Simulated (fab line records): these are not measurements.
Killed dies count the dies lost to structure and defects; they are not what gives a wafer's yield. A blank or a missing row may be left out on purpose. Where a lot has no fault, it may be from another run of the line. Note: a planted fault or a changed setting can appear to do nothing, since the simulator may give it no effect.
Comparing a struck lot with a sound one ; flow n5Finfet ; 37 out of 1938 route steps
Sound: these wafers, L528.2, L528.4, L528.6. Wafers L533.2, L533.3, L533.4 were the ones struck. Last of all comes the cause.
For every step that has rows: the tool of each side, followed by ch and its chambers, followed by its first start. Under that, the readings that differ: sound wafers ; struck wafers ; difference of the means ; sigmas: that difference in standard deviations of wafers without a fault.
alike: readings with means less than 2 such deviations apart, plus words and numbers identical on both sides. not compared: withheld readings, readings lacking a value on some wafer, bounds such as >300 that could conceal the same value, and numbers that have no deviation in the record and whose values overlap.
Wherever a step has rows on one side only, a row that says differs or no value, or a row with sigmas, the two part there. Non-overlapping numbers with no deviation appear without sigmas and do not part them. A reading missing from all wafers of one side parts the sides only when that side holds two or more wafers.

first, 8 steps without rows for these wafers: N5_BEOL_M5_ANNEAL_51 (time 90 s); N5_BEOL_M5_CMP_52 (polishes, stops on SiCOH lowk, t overpolish 6.9 s, target thk 62 nm); N5_BEOL_M5_PRE_CLEAN_77 (time 15 s); N5_BEOL_M5_CO_CAP_78 (material Co, precursor CCTBA/H2, target thk 2 nm, time 102.1 s); N5_BEOL_M5_PRE_CLEAN_55 (time 15 s); N5_BEOL_M5_DEP_56 (deposits SiCN from 3MS/NH3, target thk 8 nm, time 14 s); N5_BEOL_M6_ILD_DEP_00 (deposits SiCOH lowk from DEMS/porogen, target thk 179.75 nm, time 33.4 s); N5_BEOL_M6_CURE_74 (cures SiCOH lowk, time 240 s).
N5_BEOL_M6_PECVD_70: deposits SiO2 from TEOS/O2, target thk 20 nm, time 22.7 s.
  sound on pecvd-02 ch 1,2, day 9 21:57; struck on pecvd-02 ch 0,1,2, day 11 17:45
reading;sound;struck;difference;sigmas
model.SiO2_of_BEOL_M6_PECVD_70.thkNm (nm);19.6 20 19.4;14.2 14.4 14.6;-5.3;
  alike: heaterPowerW, showerheadPlenumPTorr, throttleValvePct
then, 25 steps without rows for these wafers: N5_BEOL_M6_HM_DEP_02 (deposits TiN, target thk 20 nm); N5_BEOL_M6_COAT_59 (time 60 s, resist thk 100 nm); N5_BEOL_M6_COAT_60 (time 60 s, resist thk 35 nm); N5_BEOL_M6_COAT_05 (resist thk 90 nm); N5_BEOL_M6_EBR_07; N5_BEOL_M6_SOFTBAKE_06 (time 60 s); N5_BEOL_M6_EXPOSE_08 (exposes mask M6); N5_BEOL_M6_PEB_09 (peb time 60 s); N5_BEOL_M6_DEVELOP_10 (develop time 30 s); N5_BEOL_M6_DESCUM_16 (chemistry O2, time 7.9 s); N5_BEOL_M6_ETCH_61 (etches SiARC in CF4, target depth 45.5 nm, time 75.8 s); N5_BEOL_M6_ETCH_62 (etches SOC in N2/H2, target depth 110 nm, overetch 22 nm, time 165 s); N5_BEOL_M6_STRIP_68 (strips in N2/H2); N5_BEOL_M6_STRIP_67 (strips in CF4); N5_BEOL_M6_HM_OPEN_17 (chemistry Cl2/BCl3, target TiN, target depth 20 nm, overetch 6 nm); N5_BEOL_M6_STRIP_19 (strips in O2); N5_BEOL_M6_COAT_63 (time 60 s, resist thk 60 nm); N5_BEOL_M6_COAT_64 (time 60 s, resist thk 12 nm); N5_BEOL_M6_COAT_71 (time 60 s, resist thk 5 nm); N5_BEOL_M6_COAT_22 (resist thk 30 nm); N5_BEOL_M6_EBR_24; N5_BEOL_M6_SOFTBAKE_23 (time 60 s); N5_BEOL_M6_EXPOSE_25 (exposes mask V5, target cd 40 nm); N5_BEOL_M6_PEB_26 (peb time 60 s); N5_BEOL_M6_DEVELOP_27 (develop time 30 s).
N5_BEOL_M6_HM_STRIP_39: strips TiN in peroxide tin strip, target depth 25 nm, time 158 s.
  sound on wetBench-03 ch 3,4,6, day 10 01:08; struck on wetBench-02 ch 4,5,7, day 12 00:31
reading;sound;struck;difference;sigmas
model.SiO2_of_BEOL_M6_PECVD_70.thkNm (nm);19.4 19.8 19.4;14 14.2 14.4;-5;
N5_BEOL_M6_CMP_52: polishes, stops on SiCOH lowk, t overpolish 6.9 s, target thk 80 nm.
  sound on cmp-01 ch 1,2,3, day 10 05:17; struck on cmp-04 ch 0,1,2, day 12 03:15
reading;sound;struck;difference;sigmas
barrierFieldEndpointS (s);28.5 28.3 28.4;21.4 22.1 22.6;-6.4;-8
  alike: clearingPlatenRpm, motorCurrentA
-- a jump in the record: the struck wafers' starts before and after are 4 days apart (it breaks off in module BEOL_M6 and resumes in module PASSIVATION, where the first step shown is number 1936 of the route) --
N5_PASSIVATION_PROBE_49:
  only the struck wafers here have rows in the record (prober-01, day 16 04:31); the sound ones have none

== WHERE THEY PART ==
Last at N5_PASSIVATION_PROBE_49 as far as this record goes, first at N5_BEOL_M6_CMP_52.

WHY: what the simulator had put in
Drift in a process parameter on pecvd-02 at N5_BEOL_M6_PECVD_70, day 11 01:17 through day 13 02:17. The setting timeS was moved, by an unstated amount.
